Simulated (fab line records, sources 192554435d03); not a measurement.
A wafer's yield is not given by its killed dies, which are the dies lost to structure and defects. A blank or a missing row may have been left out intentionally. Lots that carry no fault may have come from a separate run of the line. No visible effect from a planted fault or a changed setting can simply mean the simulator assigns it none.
A lot that was struck, set against a sound lot	flow n5 finfet	36 steps out of a route of 1938
Sound: wafers L444.2, L444.3, L444.4. Struck: wafer L451.1 (left out: L451.5, a lot-mate that was not struck); the cause follows at the end.
For every step that has rows: the tool of each side, followed by ch and its chambers, followed by its first start. Under that, the readings that differ: sound wafers	struck wafers	difference of the means	sigmas: that difference in standard deviations of wafers without a fault.
alike: a reading whose means differ by less than 2 such deviations, as well as words and numbers matching on both sides. not compared: withheld readings; readings where some wafer has no value; bounds like >300 that might hide an equal value; numbers whose values overlap and for which the record gives no deviation.
The two part at a step that has a row with sigmas, a row that says differs or no value, or rows on one side only. Non-overlapping numbers with no deviation appear without sigmas and do not part them. Lack of a reading on every wafer of one side parts them only where that side has two or more wafers.

first, 10 steps without rows for these wafers: N5_STI_FIN_REVEAL_PRECLEAN_18 (cleans in SC2, time 45 s); N5_STI_FIN_REVEAL_SRD_28 (time 30 s); N5_DUMMY_GATE_PRECLEAN_00 (cleans in O3/DIW, time 60 s); N5_DUMMY_GATE_SRD_01 (time 30 s); N5_DUMMY_GATE_ALD_02 (deposits SiO2, target thk 2 nm, pulse time 1 s); N5_DUMMY_GATE_CVD_03 (deposits a-Si from SiH4, target thk 150 nm, time 8042 s); N5_DUMMY_GATE_PRECLEAN_46 (cleans in DIW, time 89.5 s); N5_DUMMY_GATE_SRD_47 (dry time 32 s); N5_DUMMY_GATE_CMP_04 (polishes a-Si); N5_DUMMY_GATE_HM_DEP_06 (deposits SiNx from DCS/NH3, target thk 80 nm, time 5141 s).
N5_DUMMY_GATE_PECVD_30: deposits SiO2 from TEOS/O2, target thk 55 nm, time 10.8 s.
  sound on pecvd-03 ch 0,2, day 4 06:11; struck on pecvd-03 ch 2, day 6 01:40
reading	sound	struck	difference	sigmas
model.SiO2_of_DUMMY_GATE_PECVD_30.thk nm (nm)	53.8 53.6 54.8	50.6	-3.5	
  not compared: susceptor temp C
then, 22 steps without rows for these wafers: N5_DUMMY_GATE_COAT_34 (time 60 s, resist thk 60 nm); N5_DUMMY_GATE_COAT_35 (time 60 s, resist thk 10 nm); N5_DUMMY_GATE_COAT_28 (time 60 s, resist thk 10 nm); N5_DUMMY_GATE_COAT_09 (resist thk 30 nm); N5_DUMMY_GATE_EBR_11; N5_DUMMY_GATE_SOFTBAKE_10 (time 60 s); N5_DUMMY_GATE_EXPOSE_12 (exposes mask GATE, target cd 25 nm); N5_DUMMY_GATE_PEB_13 (peb time 60 s); N5_DUMMY_GATE_DEVELOP_14 (develop time 30 s); N5_DUMMY_GATE_DESCUM_20 (chemistry O2, time 6.2 s); N5_DUMMY_GATE_ETCH_29 (etches underlayer in N2/H2, target depth 13 nm); N5_DUMMY_GATE_ETCH_36 (etches SiARC in CF4, target depth 13 nm); N5_DUMMY_GATE_ETCH_37 (etches SOC in N2/H2, target depth 60 nm, overetch 30 nm); N5_DUMMY_GATE_STRIP_38 (strips in N2/H2); N5_DUMMY_GATE_STRIP_39 (strips in N2/H2); N5_DUMMY_GATE_TRIM_49 (chemistry O2, time 29 s, target cd 14 nm); N5_DUMMY_GATE_STRIP_40 (strips in CF4); N5_DUMMY_GATE_ETCH_31 (etches SiO2 in C4F6/O2, target depth 82.5 nm, time 27.5 s); N5_DUMMY_GATE_STRIP_41 (strips in O2); N5_DUMMY_GATE_HM_OPEN_21 (chemistry CH3F/O2, target SiNx, target depth 120 nm, time 171.4 s); N5_DUMMY_GATE_ETCH_32 (etches SiO2 in CF4, target depth 3.5 nm, time 3.9 s); N5_DUMMY_GATE_ETCH_23 (etches poly-Si in HBr/Cl2/O2, target depth 41 nm, time 22.3 s).
N5_DUMMY_GATE_ETCH_44: etches poly-Si in HBr/O2, stops on SiO2, target depth 127.5 nm.
  sound on rie si-05 ch 0,1,3, day 4 07:32; struck on rie si-05 ch 0, day 6 03:11
reading	sound	struck	difference	sigmas
model.SiO2_of_DUMMY_GATE_PECVD_30.thk nm (nm)	36.6 37 38.2	34	-3	
  alike: drypump motor current A, oes product au, throttle valve pct
  not compared: rf hours counter h
-- the record jumps here: 5 days lie between the struck wafers' starts before and after (it left off in module DUMMY_GATE and takes up again in module BEOL_M4, whose first step shown is number 1111 of the route) --
N5_BEOL_M4_RC_MEAS_101:
  sound on prober-02 ch 0, day 9 10:53; struck on prober-02 ch 0, day 11 00:16
reading	sound	struck	difference	sigmas
DIBL_N (mV/V)	39.6 40.0 40.5	35.6	-4.4	-3
DIBL_P (mV/V)	38.5 39.4 39.6	33.1	-6.1	-3
IOFF_N (nA/um)	0.186 0.186 0.221	0.130	-0.068	-2
IOFF_P (nA/um)	0.26 0.27 0.27	0.17	-0.10	-3
VT_N (mV)	247 247 245	254	+8	+3
VT_P (mV)	-247 -246 -244	-255	-9	-3
  alike: ION_N, ION_P, SS_N, SS_P
following that, these wafers have no rows for 1 step: N5_PASSIVATION_PROBE_49.

## WHERE THEY PART
Only at N5_BEOL_M4_RC_MEAS_101, as far as this record shows.

WHY: what the simulator had put in
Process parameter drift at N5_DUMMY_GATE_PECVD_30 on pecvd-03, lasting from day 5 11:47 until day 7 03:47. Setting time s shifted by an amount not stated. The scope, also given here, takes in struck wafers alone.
